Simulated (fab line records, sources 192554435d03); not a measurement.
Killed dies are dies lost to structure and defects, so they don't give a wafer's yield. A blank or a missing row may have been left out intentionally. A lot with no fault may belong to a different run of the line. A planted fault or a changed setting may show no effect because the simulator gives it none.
Matching of chambers	flow n5 finfet	N5_BEOL_M4_PECVD_72 on pecvd-01 has 3 sister chambers
The step deposits SiO2 from TEOS/O2, target thk 16 nm, time 18 s. 3 wafers are shown with their chamber, then 9 later ones without.

## WAFERS WITH THEIR CHAMBER
wafer	chamber	throttle valve pct (%)
L086.2	1	24.2
L088.5	0	23.2
L088.6	2	21.5

## WAFERS WITH NO CHAMBER GIVEN
wafer	throttle valve pct (%)
L089.3	23.2
L089.4	21.6
L089.6	23.5
L093.1	21.5
L093.3	21.4
L093.4	23.0
L095.4	23.5
L095.5	24.5
L095.6	21.6

## EACH ONE'S CHAMBER
wafer	from the rows above	in truth
L089.3	0	0
L089.4	2	2
L089.6	0	0
L093.1	2	2
L093.3	2	2
L093.4	0	0
L095.4	0	0
L095.5	1	1
L095.6	2	2
Correctly placed: 9 of 9. From these rows, 0 cannot be placed. Placed wrongly: 0.
How it was worked out, from the rows above alone: a wafer's distance from a chamber is the root of the sum, over the readings, of the square of ((its reading less the chamber's mean) divided by the reading's scatter). If the next closest chamber is less than 2 further off than the closest, the wafer can't be placed; otherwise it belongs to the closest. For every chamber, the mean is computed from those of its wafers that are shown. The scatter (one wafer shown for each chamber): square how far every hidden wafer sits from the nearest shown wafer, average those squares and take the square root.
